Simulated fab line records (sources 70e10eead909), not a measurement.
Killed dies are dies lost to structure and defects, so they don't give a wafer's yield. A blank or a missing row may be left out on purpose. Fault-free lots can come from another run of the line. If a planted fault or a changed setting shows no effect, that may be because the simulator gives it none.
fab line records	flow nand-harc
record: lots: 6	wafers: 18	last-day: 31
route steps=1302 shown A_CHANNEL_HOLE_D1@471 END@1302
lots that met no fault: from a run of the same line without faults
start-h: hours from the record's opening day to when the first of the lot's shown wafers began	wait-h: hours since the lot's step before	" identical to the entry in the row above	L1.1+2: one row covering several wafers at once	- value missing, or start not given	* or withheld: withheld	< > ~ a bound
route shown NAME@n: names a module that has steps shown in the file, with the first one's number in the route	usual: mean and standard deviation over wafers with no fault	same: alike in all rows	chamber/n: place in a boat	sites: per-site readings	_std_site: the values' standard deviation	_edge_site: outer sites' mean less inner sites'	radius-mm: how far each site lies from the wafer's centre	mask NAME#n: copy n	behind: the last tool/chamber to shape the wafer	hold: why the lot went on hold/how many hours it stayed there/how the hold came to an end	device: the n, p or np transistor that did not switch	end of line: the same wafers' tests at the end of the route	a step given without rows: its recipe and nothing more	killed: not the wafer's yield, but the dies lost to structure and defects at the first sort	map: dies across one wafer; x = killed, . = not, _ = none there
set.NAME: setting as actually run; set.NAME@STEP: the setting as run at that earlier step	model.NAME: the simulator's own value behind a step, which no gauge read
lots at selected steps of the route; one table per step, one row per wafer
services: a tool's chamber out of use, with start hour (start-h, from the record's first day; less than 0 if before it), hours out, and reason
== steps ==
step: NHARC_A_CHANNEL_HOLE_D1_ETCH_19
recipe: bias-v: 1200	source-w: 2500	pressure-mtorr: 15	time-s: 34.5	ar-flow-sccm: 375	c4f8-flow-sccm: 28.8	o2-flow-sccm: 96.2	temp-c: -20	target-depth-a: *	chemistry: C4F8/O2/Ar
step: NHARC_A_CHANNEL_HOLE_D1_ETCH_20
recipe: bias-v: 3000	source-w: withheld	pressure-mtorr: 20	time-s: 361.9	ar-flow-sccm: 375	c4f8-flow-sccm: 89.3	o2-flow-sccm: 35.7	temp-c: -20	target-depth-a: 16000	chemistry: C4F8/O2/Ar
step: NHARC_A_CHANNEL_HOLE_D1_ETCH_21
recipe: bias-v: 3000	source-w: withheld	pressure-mtorr: 20	time-s: 514.3	ar-flow-sccm: 375	c4f8-flow-sccm: 89.3	o2-flow-sccm: 35.7	temp-c: -20	target-depth-a: 16000	chemistry: C4F8/O2/Ar
step: NHARC_A_CHANNEL_HOLE_D1_ETCH_22
recipe: bias-v: 3000	source-w: withheld	pressure-mtorr: 20	time-s: 666.7	ar-flow-sccm: 375	c4f8-flow-sccm: 89.3	o2-flow-sccm: 35.7	temp-c: -20	target-depth-a: 16000	chemistry: C4F8/O2/Ar
step: NHARC_A_CHANNEL_HOLE_D1_ETCH_23
recipe: bias-v: 5000	source-w: withheld	pressure-mtorr: 20	time-s: 819	ar-flow-sccm: 375	c4f8-flow-sccm: 89.3	o2-flow-sccm: 35.7	temp-c: -20	target-depth-a: 16000	chemistry: C4F8/O2/Ar
step: NHARC_A_CHANNEL_HOLE_D1_ETCH_24
recipe: bias-v: 5000	source-w: withheld	pressure-mtorr: 20	time-s: 906.2	ar-flow-sccm: 375	c4f8-flow-sccm: 93.8	o2-flow-sccm: 31.2	temp-c: -20	target-depth-a: 15000	chemistry: C4F8/O2/Ar
usual: c4f8-flow-sccm: 93.7/0.31	chamber-pressure-mTorr: 20.000/0.019	drypump-motor-current-A: 6.3/0.37	o2-flow-sccm: 31.20/0.093	showerhead-plenum-p-Torr: 3.68/0.077	throttle-valve-pct: 32.236/0.0086
lot.wafer	tool	chamber	start-h	wait-h	c4f8-flow-sccm	chamber-pressure-mTorr	drypump-motor-current-A	o2-flow-sccm	rf-hours-counter-h	showerhead-plenum-p-Torr	throttle-valve-pct
L553.1	har-etch-01	1	206.43	0.6	93.6	20.033	5.7	31.18	102	3.69	32.234
L553.3	"	0	"	"	94.1	20.016	6.6	31.29	-	3.72	32.237
L553.6	"	1	"	"	93.7	20.016	5.7	30.97	-	3.69	32.229
L557.2	har-etch-02	1	241.76	0.6	93.7	20.028	6.2	31.29	334	3.57	32.236
L557.1	"	0	"	"	93.7	20.016	6.6	31.25	334	3.74	32.227
L557.4	"	0	"	"	93.7	20.013	6.6	31.17	-	3.74	32.227
L562.2	har-etch-02	0	290.63	0.6	94.2	20.005	6.6	31.09	360	3.73	32.246
L562.1	"	1	"	"	93.6	19.982	6.2	31.10	360	3.56	32.234
L562.5	"	0	"	"	94.4	20.013	6.6	31.27	-	3.73	32.239
L565.1	har-etch-02	0	334.81	0.6	93.1	20.008	6.6	31.36	387	3.71	32.243
L565.3	"	0	"	"	93.1	19.997	6.6	31.48	-	3.71	32.244
L565.6	"	1	"	"	94.0	19.976	6.2	31.22	-	3.55	32.251
L568.1	har-etch-02	1	352.51	0.6	93.4	19.986	6.2	31.20	395	3.54	32.226
L568.3	"	1	"	"	93.2	20.000	6.2	31.23	-	3.54	32.243
L568.5	"	1	"	"	93.6	19.984	6.2	31.13	-	3.54	32.227
L567.2	har-etch-01	1	352.93	0.6	94.0	19.986	5.7	31.17	186	3.64	32.231
L567.4	"	1	"	"	93.8	20.009	5.7	31.26	-	3.64	32.239
L567.3	"	0	"	"	93.9	19.995	6.6	31.27	-	3.68	32.231
step: NHARC_A_CHANNEL_HOLE_D1_ETCH_25
recipe: bias-v: 5000	source-w: withheld	pressure-mtorr: 20	time-s: 1040.2	ar-flow-sccm: 375	c4f8-flow-sccm: 93.8	o2-flow-sccm: 31.2	temp-c: -20	target-depth-a: 15000	chemistry: C4F8/O2/Ar
usual: c4f8-flow-sccm: 93.82/0.28	chamber-pressure-mTorr: 19.999/0.019	drypump-motor-current-A: 6.3/0.37	o2-flow-sccm: 31.20/0.092	showerhead-plenum-p-Torr: 3.68/0.077	throttle-valve-pct: 32.235/0.009
lot.wafer	tool	chamber	start-h	wait-h	c4f8-flow-sccm	chamber-pressure-mTorr	drypump-motor-current-A	o2-flow-sccm	rf-hours-counter-h	showerhead-plenum-p-Torr	throttle-valve-pct
L553.1	har-etch-01	1	207.22	0.7	94.60	20.006	5.7	31.21	103	3.69	32.223
L553.3	"	0	"	"	94.12	19.983	6.6	31.11	-	3.72	32.241
L553.6	"	1	"	"	93.60	19.961	5.7	31.12	-	3.69	32.248
L557.2	har-etch-02	1	242.54	0.7	93.84	19.997	6.2	31.02	334	3.57	32.234
L557.1	"	0	"	"	93.96	19.967	6.6	31.17	334	3.74	32.239
L557.4	"	0	"	"	93.91	19.979	6.6	31.04	-	3.74	32.234
L562.2	har-etch-02	0	291.39	0.6	93.84	19.960	6.6	31.14	361	3.73	32.227
L562.1	"	1	"	"	93.71	19.970	6.2	31.15	361	3.56	32.229
L562.5	"	0	"	"	93.85	19.965	6.6	31.05	-	3.73	32.235
L565.1	har-etch-02	0	335.60	0.7	93.75	19.965	6.6	31.18	387	3.71	32.227
L565.3	"	0	"	"	93.84	20.000	6.5	31.27	-	3.71	32.244
L565.6	"	1	"	"	93.75	19.964	6.2	31.16	-	3.55	32.249
L568.1	har-etch-02	1	353.31	0.7	94.36	19.981	6.2	31.29	395	3.54	32.233
L568.3	"	1	"	"	94.21	20.014	6.2	31.17	-	3.54	32.247
L568.5	"	1	"	"	94.28	20.038	6.2	31.33	-	3.54	32.229
L567.2	har-etch-01	1	353.70	0.6	93.92	19.995	5.7	31.17	187	3.64	32.231
L567.4	"	1	"	"	94.03	20.009	5.7	31.21	-	3.64	32.230
L567.3	"	0	"	"	93.76	19.974	6.5	31.12	-	3.68	32.240
step: NHARC_A_CHANNEL_HOLE_D1_ETCH_26
recipe: bias-v: 300	source-w: 2000	pressure-mtorr: 30	time-s: 224.1	ar-flow-sccm: 375	c4f8-flow-sccm: 11.4	o2-flow-sccm: 113.6	temp-c: -20	target-depth-a: 3000	chemistry: C4F8/O2/Ar
usual: bias-v: 300.2/2.5	c4f8-flow-sccm: 11.40/0.033	drypump-motor-current-A: 6.3/0.37	o2-flow-sccm: 113.6/0.33	showerhead-plenum-p-Torr: 3.73/0.082	throttle-valve-pct: 24.583/0.009
lot.wafer	tool	chamber	start-h	wait-h	bias-v	c4f8-flow-sccm	drypump-motor-current-A	o2-flow-sccm	rf-hours-counter-h	showerhead-plenum-p-Torr	throttle-valve-pct
L553.1	har-etch-01	1	207.98	0.6	299.4	11.43	5.7	113.8	103	3.74	24.580
L553.3	"	0	"	"	302.3	11.35	6.6	114.0	-	3.77	24.591
L553.6	"	1	"	"	294.8	11.44	5.7	114.0	-	3.74	24.578
L557.2	har-etch-02	1	243.43	0.7	298.7	11.37	6.2	114.2	335	3.62	24.597
L557.1	"	0	"	"	303.9	11.43	6.6	113.4	335	3.79	24.575
L557.4	"	0	"	"	297.4	11.43	6.6	113.9	-	3.79	24.566
L562.2	har-etch-02	0	292.26	0.7	298.1	11.37	6.6	113.5	362	3.78	24.593
L562.1	"	1	"	"	296.9	11.47	6.2	114.3	362	3.60	24.561
L562.5	"	0	"	"	294.3	11.42	6.5	113.9	-	3.78	24.582
L565.1	har-etch-02	0	-	-	299.6	11.43	6.6	113.1	388	3.76	24.586
L565.3	"	0	"	"	302.8	11.43	6.6	113.5	-	3.76	24.589
L565.6	"	1	"	"	304.2	11.42	6.2	113.4	-	3.59	24.578
L568.1	har-etch-02	1	354.08	0.6	304.0	11.42	6.2	113.7	396	3.58	24.578
L568.3	"	1	"	"	304.9	11.38	6.2	113.3	-	3.58	24.583
L568.5	"	1	"	"	304.7	11.41	6.2	113.4	-	3.58	24.586
L567.2	har-etch-01	1	354.56	0.7	303.0	11.38	5.7	112.9	188	3.69	24.581
L567.4	"	1	"	"	300.6	11.44	5.7	112.8	-	3.69	24.572
L567.3	"	0	"	"	299.4	11.38	6.6	113.7	-	3.72	24.579
step: NHARC_A_CHANNEL_HOLE_D1_ETCH_33
recipe: bias-v: 400	source-w: 2000	pressure-mtorr: 25	time-s: 90	ar-flow-sccm: 375	c4f8-flow-sccm: 41.7	o2-flow-sccm: 83.3	temp-c: -20	target-depth-a: 4000	chemistry: C4F8/O2/Ar
usual: bias-v: 400/4.3	c4f8-flow-sccm: 41.70/0.14	drypump-motor-current-A: 6.3/0.37	o2-flow-sccm: 83.27/0.27	showerhead-plenum-p-Torr: 3.72/0.08	throttle-valve-pct: 27.620/0.0092
lot.wafer	tool	chamber	start-h	wait-h	bias-v	c4f8-flow-sccm	drypump-motor-current-A	o2-flow-sccm	rf-hours-counter-h	showerhead-plenum-p-Torr	throttle-valve-pct
L553.1	har-etch-01	1	208.18	0.2	400	41.72	5.7	83.53	104	3.73	27.630
L553.3	"	0	"	"	398	41.83	6.6	83.68	-	3.77	27.624
L553.6	"	1	"	"	402	41.68	5.7	83.46	-	3.73	27.623
L557.2	har-etch-02	1	243.63	0.2	402	41.61	6.2	83.40	335	3.61	27.620
L557.1	"	0	"	"	398	41.49	6.6	83.37	335	3.79	27.607
L557.4	"	0	"	"	393	41.72	6.6	83.19	-	3.79	27.613
L562.2	har-etch-02	0	292.46	0.2	405	41.68	6.6	83.50	362	3.77	27.612
L562.1	"	1	"	"	404	41.76	6.2	83.62	362	3.60	27.624
L562.5	"	0	"	"	408	41.73	6.6	83.15	-	3.77	27.620
L565.1	har-etch-02	0	-	-	397	41.46	6.6	83.14	388	3.76	27.619
L565.3	"	0	"	"	402	41.72	6.6	83.08	-	3.76	27.604
L565.6	"	1	"	"	399	41.72	6.2	83.24	-	3.58	27.613
L568.1	har-etch-02	1	354.28	0.2	391	41.58	6.3	83.42	396	3.58	27.626
L568.3	"	1	"	"	398	41.62	6.2	83.02	-	3.58	27.614
L568.5	"	1	"	"	401	41.44	6.2	83.06	-	3.58	27.601
L567.2	har-etch-01	1	354.76	0.2	396	41.62	5.7	83.28	188	3.69	27.599
L567.4	"	1	"	"	393	41.57	5.7	83.46	-	3.69	27.607
L567.3	"	0	"	"	397	41.64	6.6	83.31	-	3.72	27.629
step: NHARC_A_CHANNEL_HOLE_D1_STRIP_41
recipe: n2-flow-sccm: 150	h2-flow-sccm: 150	ar-flow-sccm: 0	bias-w: 0	chemistry: N2/H2
step: NHARC_A_CHANNEL_HOLE_D1_STRIP_42
recipe: cf4-flow-sccm: 100	chf3-flow-sccm: 30	ar-flow-sccm: 0	bias-w: 0	chemistry: CF4/CHF3
step: NHARC_A_CHANNEL_HOLE_D1_STRIP_43
recipe: o2-flow-sccm: 400	cos-flow-sccm: 20	ar-flow-sccm: 0	bias-w: 0	chemistry: O2/COS
step: NHARC_A_CHANNEL_HOLE_D1_ETCH_44
recipe: target-depth-a: 1400	overetch-a: 140	time-s: 77	ion-energy-ev: 100	cf4-flow-sccm: 80	o2-flow-sccm: 20	ar-flow-sccm: 0	rf-w: 300	bias-w: 100	chemistry: CF4/O2
usual: bias-w: 100.0/0.3	cf4-flow-sccm: 80.01/0.23	drypump-motor-current-A: 5.5/0.46	o2-flow-sccm: 19.99/0.065	oes-product-au: 0.997/0.011	rf-vpp-V: 197.5/1.2	showerhead-plenum-p-Torr: 1.32/0.048	throttle-valve-pct: 13.399/0.0086
lot.wafer	tool	chamber	start-h	wait-h	bias-w	cf4-flow-sccm	drypump-motor-current-A	o2-flow-sccm	oes-product-au	rf-hours-counter-h	rf-vpp-V	showerhead-plenum-p-Torr	throttle-valve-pct	model.A_CHANNEL_HOLE_D1.cd-nm
L553.1	rie-diel-13	2	208.90	0.1	99.9	79.88	5.6	19.98	0.999	3	195.8	1.27	13.404	91.92
L553.3	"	3	"	"	100.3	80.26	5.9	19.98	0.996	2	196.4	1.27	13.399	90.18
L553.6	"	1	"	"	99.8	80.16	4.8	19.97	0.999	-	198.8	1.39	13.401	89.53
L557.1	rie-diel-03	0	244.38	0.1	100.5	79.50	5.3	20.02	1.027	45	196.2	1.31	13.393	88.16
L557.4	"	1	"	"	100.0	79.61	6.1	20.05	1.019	39	197.8	1.33	13.396	90.52
L557.2	"	2	"	"	100.3	79.77	4.8	20.08	0.997	41	198.3	1.32	13.385	88.25
L562.2	rie-diel-09	1	293.24	0.1	100.2	80.27	5.7	19.89	0.995	43	197.4	1.33	13.400	90.05
L562.1	"	2	"	"	100.1	80.39	5.5	20.03	1.020	51	198.0	1.38	13.407	87.23
L562.5	"	0	"	"	99.6	79.76	5.7	20.02	0.993	-	197.2	1.32	13.391	90.21
L565.3	rie-diel-13	3	337.25	0.0	-	-	-	-	-	-	-	-	-	98.72
L565.1	"	0	"	"	-	-	-	-	-	-	-	-	-	102.1
L565.6	"	0	"	"	-	-	-	-	-	-	-	-	-	99.7
L568.3	rie-diel-13	3	355.00	0.1	-	-	-	-	-	-	-	-	-	98.14
L568.1	"	0	"	"	-	-	-	-	-	-	-	-	-	97.07
L568.5	"	3	"	"	-	-	-	-	-	-	-	-	-	100.6
L567.2	rie-diel-03	3	355.55	0.1	100.4	79.89	5.7	20.10	1.011	21	200.3	1.44	13.398	88.98
L567.4	"	0	"	"	100.1	80.00	5.3	19.87	1.024	9	196.5	1.30	13.413	91.51
L567.3	"	1	"	"	99.5	79.69	6.1	19.94	1.008	21	197.9	1.32	13.406	91.01
step: NHARC_A_CHANNEL_HOLE_D1_STRIP_27
recipe: o2-flow-sccm: 500	ar-flow-sccm: 0	bias-w: 0	chemistry: O2
usual: drypump-motor-current-A: 5.5/0.49	o2-flow-sccm: 499.9/1.5	oes-product-au: 0.996/0.0095	rf-vpp-V: 57.7/0.85	showerhead-plenum-p-Torr: 3.50/0.12	throttle-valve-pct: 17.037/0.0092
lot.wafer	tool	chamber	start-h	wait-h	drypump-motor-current-A	o2-flow-sccm	oes-product-au	rf-hours-counter-h	rf-vpp-V	showerhead-plenum-p-Torr	throttle-valve-pct
L553.3	rie-diel-13	3	-	-	5.9	499.3	0.996	2	55.6	3.36	17.050
L553.1	"	2	"	"	5.6	501.6	0.993	3	57.4	3.37	17.045
L553.6	"	0	"	"	5.6	499.3	0.994	-	56.9	3.52	17.049
L557.2	rie-diel-03	0	-	-	5.3	498.8	1.027	45	57.4	3.46	17.025
L557.4	"	2	"	"	4.9	501.8	0.983	41	59.1	3.48	17.056
L557.1	"	3	"	"	5.7	500.6	1.016	45	56.5	3.27	17.038
L562.2	rie-diel-09	2	-	-	5.5	501.4	1.009	51	59.1	3.63	17.040
L562.1	"	3	"	"	6.6	499.6	0.998	49	59.1	3.55	17.034
L562.5	"	1	"	"	5.7	500.0	1.001	-	57.6	3.52	17.050
L565.1	rie-diel-13	1	337.35	0.1	4.8	500.3	0.991	12	58.1	3.65	17.042
L565.3	"	2	"	"	5.6	500.2	0.996	12	58.1	3.37	17.040
L565.6	"	2	"	"	5.6	499.8	0.999	-	57.3	3.37	17.023
L568.3	rie-diel-13	2	355.15	0.1	5.6	499.5	0.993	0	57.2	3.37	17.034
L568.1	"	3	"	"	5.9	501.0	0.984	0	56.8	3.35	17.027
L568.5	"	1	"	"	4.8	495.7	0.978	-	57.3	3.65	17.054
L567.2	rie-diel-03	3	-	-	5.7	500.1	1.013	21	58.3	3.80	17.028
L567.3	"	0	"	"	5.3	500.2	1.022	9	57.5	3.45	17.029
L567.4	"	1	"	"	6.2	499.4	1.002	21	56.1	3.49	17.031
step: NHARC_END_SORT_01
recipe: temp-c: 25
usual: killed-at-array: 49/18	killed-at-other: 0.7/1.1	killed-at-periphery: 4.0/2.6	killed-dies: 54/19	killed-open: 3.4/1.7	killed-short: 2.5/1.7
same: gross-dies: 677
lot.wafer	tool	chamber	start-h	wait-h	killed-at-array	killed-at-other	killed-at-periphery	killed-dies	killed-open	killed-short
L553.1	prober-01	0	576.78	2.5	44	0	1	45	5	1
L553.3	prober-01	0	578.38	3.1	39	1	1	41	0	2
L553.6	prober-01	0	580.78	4.0	43	0	2	45	2	2
L557.1	prober-02	0	602.66	2.5	67	1	3	71	0	3
L557.2	prober-02	0	603.46	2.8	58	0	5	63	3	3
L557.4	prober-02	0	605.05	3.4	80	0	3	83	0	3
L562.2	prober-01	0	659.46	2.8	74	0	3	77	4	6
L565.1	prober-01	0	692.48	2.5	669	0	8	677	3	3
L565.3	prober-01	0	694.08	3.1	671	0	6	677	6	4
L565.6	prober-01	0	696.49	4.0	670	1	6	677	3	4
L568.1	prober-01	0	735.02	2.5	671	0	6	677	5	2
L568.3	prober-01	0	736.60	3.1	674	0	3	677	5	1
L568.5	prober-01	0	738.19	3.7	672	2	3	677	6	3
L567.2	prober-02	0	735.88	2.8	32	1	6	39	4	0
L567.3	prober-02	0	736.69	3.2	34	1	5	40	0	3
L567.4	prober-02	0	737.51	3.5	23	1	8	32	4	5
killed by level:class
L553.1 A_SLIT:chamber-film-flake=15 A_CHANNEL_HOLE_D2:chamber-film-flake=9 A_STAIRCASE:chamber-film-flake=9 A_CHANNEL_HOLE_D1:chamber-film-flake=2 P_M1:geometric-particle:open=1 A_ONON_D1:geometric-particle:open=1 A_ONON_D1:geometric-particle:short=1 A_ONON_D2:geometric-particle:open=1
L553.3 A_SLIT:chamber-film-flake=16 A_CHANNEL_HOLE_D2:chamber-film-flake=9 A_STAIRCASE:chamber-film-flake=5 A_CONTACT:chamber-film-flake=5 A_M1:chamber-film-flake=1 A_WL_FILL:geometric-particle:short=1 A_M1:geometric-particle:short=1 P_M1:chamber-film-flake=1
L553.6 A_SLIT:chamber-film-flake=26 A_STAIRCASE:chamber-film-flake=4 A_CHANNEL_HOLE_D2:chamber-film-flake=3 A_CONTACT:chamber-film-flake=3 A_M1:chamber-film-flake=2 P_GATE:geometric-particle:open=1 P_CONTACT:geometric-particle:open=1 A_CHANNEL_HOLE_D2:geometric-particle:short=1
L557.1 A_CHANNEL_HOLE_D1:chamber-film-flake=26 A_SLIT:chamber-film-flake=22 A_CHANNEL_HOLE_D2:chamber-film-flake=8 P_ZERO_WELL:chamber-film-flake=3 A_CONTACT:chamber-film-flake=3 A_CHANNEL_FILL_D1:chamber-film-flake=3 A_STAIRCASE:chamber-film-flake=2 A_CHANNEL_FILL_D1:geometric-particle:short=1
L557.2 A_SLIT:chamber-film-flake=28 A_CHANNEL_HOLE_D1:chamber-film-flake=12 A_CHANNEL_HOLE_D2:chamber-film-flake=5 A_CONTACT:chamber-film-flake=5 A_CHANNEL_FILL_D1:geometric-particle:short=2 P_BONDPAD:chamber-film-flake=2 A_DECK1_JOINT:chamber-film-flake=2 P_GATE:geometric-particle:open=1
L557.4 A_CHANNEL_HOLE_D1:chamber-film-flake=35 A_SLIT:chamber-film-flake=31 A_CHANNEL_HOLE_D2:chamber-film-flake=7 A_CHANNEL_FILL_D2:geometric-particle:short=2 A_STAIRCASE:chamber-film-flake=2 A_CHANNEL_FILL_D1:geometric-particle:short=1 P_ZERO_WELL:chamber-film-flake=1 P_STI:chamber-film-flake=1
L562.2 A_CHANNEL_HOLE_D1:chamber-film-flake=25 A_SLIT:chamber-film-flake=21 A_CHANNEL_HOLE_D2:chamber-film-flake=9 A_CHANNEL_FILL_D2:chamber-film-flake=3 A_STAIRCASE:chamber-film-flake=3 A_CONTACT:chamber-film-flake=3 P_CONTACT:geometric-particle:open=1 P_CONTACT:geometric-particle:short=1
L565.1 A_CHANNEL_HOLE_D1:area-etch=606 A_CHANNEL_HOLE_D1:chamber-film-flake=30 A_CHANNEL_HOLE_D2:chamber-film-flake=22 P_GATE:chamber-film-flake=3 A_STAIRCASE:chamber-film-flake=3 P_ZERO_WELL:chamber-film-flake=2 A_SLIT:chamber-film-flake=2 A_CONTACT:chamber-film-flake=2
L565.3 A_CHANNEL_HOLE_D1:area-etch=591 A_CHANNEL_HOLE_D1:chamber-film-flake=35 A_CHANNEL_HOLE_D2:chamber-film-flake=23 A_CONTACT:chamber-film-flake=6 P_GATE:chamber-film-flake=3 A_SLIT:chamber-film-flake=3 A_STAIRCASE:chamber-film-flake=3 A_WL_FILL:geometric-particle:open=2
L565.6 A_CHANNEL_HOLE_D1:area-etch=625 A_CHANNEL_HOLE_D1:chamber-film-flake=17 A_CHANNEL_HOLE_D2:chamber-film-flake=13 A_CONTACT:chamber-film-flake=5 P_GATE:chamber-film-flake=4 A_STAIRCASE:chamber-film-flake=3 A_ONON_D1:geometric-particle:open=1 A_CHANNEL_FILL_D1:geometric-particle:short=1
L568.1 A_CHANNEL_HOLE_D1:area-etch=607 A_SLIT:chamber-film-flake=21 A_CHANNEL_HOLE_D1:chamber-film-flake=18 A_CHANNEL_HOLE_D2:chamber-film-flake=13 A_CONTACT:chamber-film-flake=4 A_CHANNEL_FILL_D2:geometric-particle:open=2 P_CONTACT:geometric-particle:open=1 P_M0:geometric-particle:open=1
L567.2 A_CHANNEL_HOLE_D1:chamber-film-flake=11 A_SLIT:chamber-film-flake=9 A_CONTACT:chamber-film-flake=5 A_WL_FILL:chamber-film-flake=3 P_STI:chamber-film-flake=2 P_GATE:chamber-film-flake=2 P_M1:geometric-particle:open=1 A_CHANNEL_HOLE_D1:geometric-particle:open=1
L568.3 A_CHANNEL_HOLE_D1:area-etch=617 A_CHANNEL_HOLE_D1:chamber-film-flake=16 A_CHANNEL_HOLE_D2:chamber-film-flake=15 A_SLIT:chamber-film-flake=14 A_WL_FILL:chamber-film-flake=3 A_CONTACT:chamber-film-flake=3 P_M0:geometric-particle:open=2 P_CONTACT:geometric-particle:open=1
L567.3 A_CONTACT:chamber-film-flake=12 A_CHANNEL_HOLE_D1:chamber-film-flake=10 A_SLIT:chamber-film-flake=4 P_ZERO_WELL:chamber-film-flake=3 A_STAIRCASE:chamber-film-flake=2 A_CHANNEL_FILL_D1:geometric-particle:short=1 A_SGD_CUT:geometric-particle:short=1 A_WL_FILL:geometric-particle:short=1
L567.4 A_CHANNEL_HOLE_D1:chamber-film-flake=10 P_STI:chamber-film-flake=3 A_CONTACT:chamber-film-flake=3 P_ZERO_WELL:chamber-film-flake=2 A_STAIRCASE:chamber-film-flake=2 A_SLIT:chamber-film-flake=2 P_GATE:geometric-particle:short=1 P_CONTACT:geometric-particle:short=1
L568.5 A_CHANNEL_HOLE_D1:area-etch=603 A_SLIT:chamber-film-flake=22 A_CHANNEL_HOLE_D2:chamber-film-flake=17 A_CHANNEL_HOLE_D1:chamber-film-flake=16 A_CONTACT:chamber-film-flake=4 A_WL_FILL:geometric-particle:open=2 A_CHANNEL_FILL_D1:chamber-film-flake=2 P_CONTACT:geometric-particle:open=1
map L565.1 (x killed, . not)
____________x____________
_________xxxxxxx_________
_______xxxxxxxxxxx_______
______xxxxxxxxxxxxx______
_____xxxxxxxxxxxxxxx_____
____xxxxxxxxxxxxxxxxx____
____xxxxxxxxxxxxxxxxx____
___xxxxxxxxxxxxxxxxxxx___
___xxxxxxxxxxxxxxxxxxx___
__xxxxxxxxxxxxxxxxxxxxx__
__xxxxxxxxxxxxxxxxxxxxx__
_xxxxxxxxxxxxxxxxxxxxxxx_
_xxxxxxxxxxxxxxxxxxxxxxx_
_xxxxxxxxxxxxxxxxxxxxxxx_
_xxxxxxxxxxxxxxxxxxxxxxx_
_xxxxxxxxxxxxxxxxxxxxxxx_
xxxxxxxxxxxxxxxxxxxxxxxxx
xxxxxxxxxxxxxxxxxxxxxxxxx
xxxxxxxxxxxxxxxxxxxxxxxxx
xxxxxxxxxxxxxxxxxxxxxxxxx
xxxxxxxxxxxxxxxxxxxxxxxxx
_xxxxxxxxxxxxxxxxxxxxxxx_
_xxxxxxxxxxxxxxxxxxxxxxx_
_xxxxxxxxxxxxxxxxxxxxxxx_
_xxxxxxxxxxxxxxxxxxxxxxx_
_xxxxxxxxxxxxxxxxxxxxxxx_
__xxxxxxxxxxxxxxxxxxxxx__
__xxxxxxxxxxxxxxxxxxxxx__
___xxxxxxxxxxxxxxxxxxx___
___xxxxxxxxxxxxxxxxxxx___
____xxxxxxxxxxxxxxxxx____
____xxxxxxxxxxxxxxxxx____
_____xxxxxxxxxxxxxxx_____
______xxxxxxxxxxxxx______
_______xxxxxxxxxxx_______
_________xxxxxxx_________
____________x____________
map L568.1 (x killed, . not)
____________x____________
_________xxxxxxx_________
_______xxxxxxxxxxx_______
______xxxxxxxxxxxxx______
_____xxxxxxxxxxxxxxx_____
____xxxxxxxxxxxxxxxxx____
____xxxxxxxxxxxxxxxxx____
___xxxxxxxxxxxxxxxxxxx___
___xxxxxxxxxxxxxxxxxxx___
__xxxxxxxxxxxxxxxxxxxxx__
__xxxxxxxxxxxxxxxxxxxxx__
_xxxxxxxxxxxxxxxxxxxxxxx_
_xxxxxxxxxxxxxxxxxxxxxxx_
_xxxxxxxxxxxxxxxxxxxxxxx_
_xxxxxxxxxxxxxxxxxxxxxxx_
_xxxxxxxxxxxxxxxxxxxxxxx_
xxxxxxxxxxxxxxxxxxxxxxxxx
xxxxxxxxxxxxxxxxxxxxxxxxx
xxxxxxxxxxxxxxxxxxxxxxxxx
xxxxxxxxxxxxxxxxxxxxxxxxx
xxxxxxxxxxxxxxxxxxxxxxxxx
_xxxxxxxxxxxxxxxxxxxxxxx_
_xxxxxxxxxxxxxxxxxxxxxxx_
_xxxxxxxxxxxxxxxxxxxxxxx_
_xxxxxxxxxxxxxxxxxxxxxxx_
_xxxxxxxxxxxxxxxxxxxxxxx_
__xxxxxxxxxxxxxxxxxxxxx__
__xxxxxxxxxxxxxxxxxxxxx__
___xxxxxxxxxxxxxxxxxxx___
___xxxxxxxxxxxxxxxxxxx___
____xxxxxxxxxxxxxxxxx____
____xxxxxxxxxxxxxxxxx____
_____xxxxxxxxxxxxxxx_____
______xxxxxxxxxxxxx______
_______xxxxxxxxxxx_______
_________xxxxxxx_________
____________x____________
== services ==
tool	chamber	start-h	hours	kind
rie-diel-03	1	192.97	16.2	repair
rie-diel-13	0	198.50	-	clean
rie-diel-13	1	198.50	-	clean
rie-diel-13	2	198.50	-	clean
rie-diel-13	3	198.50	-	clean
rie-diel-13	3	200.01	6.2	repair
rie-diel-13	0	223.18	-	clean
rie-diel-13	1	223.18	-	clean
rie-diel-13	2	223.18	-	clean
rie-diel-13	3	223.18	-	clean
rie-diel-09	1	225.39	4.6	repair
rie-diel-09	-	239.67	0.2	repair
rie-diel-13	0	247.68	-	clean
rie-diel-13	1	247.68	-	clean
rie-diel-13	2	247.68	-	clean
rie-diel-03	-	281.56	9.0	pm
rie-diel-13	-	284.48	3.6	repair
rie-diel-03	0	294.78	38.2	repair
rie-diel-03	3	303.46	1.5	repair
rie-diel-09	0	317.77	5.8	repair
rie-diel-09	-	322.47	9.0	pm
rie-diel-13	2	337.79	12.6	repair
rie-diel-13	-	342.00	9.0	pm
rie-diel-13	3	355.59	5.7	repair
== key ==
first-sign: step: NHARC_A_CHANNEL_HOLE_D1_ETCH_44	reading: tool-record	direction: missing
effect: step: NHARC_END_SORT_01	reading: killed-at-array	direction: up	sigmas: 34	usual: 49	struck: 671
model-effect: step: NHARC_A_CHANNEL_HOLE_D1_ETCH_44	value: A_CHANNEL_HOLE_D1.cd-nm	without: 90.32	struck: 99.38
more-kills-born-at: NHARC_A_CHANNEL_HOLE_D1_ETCH_44@rie-diel-13: 3646
met-at NHARC_A_CHANNEL_HOLE_D1_ETCH_44
struck-wafers L565.1,L565.3,L565.6,L568.1,L568.3,L568.5
later-rows-left-out L565.1,L565.3,L565.6,L568.1,L568.3,L568.5
tester-left-out L565,L568
onset-between 208.90 337.25
fault: kind: skipped-step-whole	tool: rie-diel-13	chamber: -	onset-h: 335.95	steps: NHARC_A_CHANNEL_HOLE_D1_ETCH_44	scope: struck-lots-only
tester-left-out: of these lots the tester's yield and bins aren't shown, on N5 and GAA mostly nor the transistor test; their killed dies are dies lost to structure and defects alone, not to doping, threshold or leakage, so they don't give the yield
later-rows-left-out: the simulator's readings of these wafers behind a module that went badly wrong aren't trusted and aren't shown, but for the sort
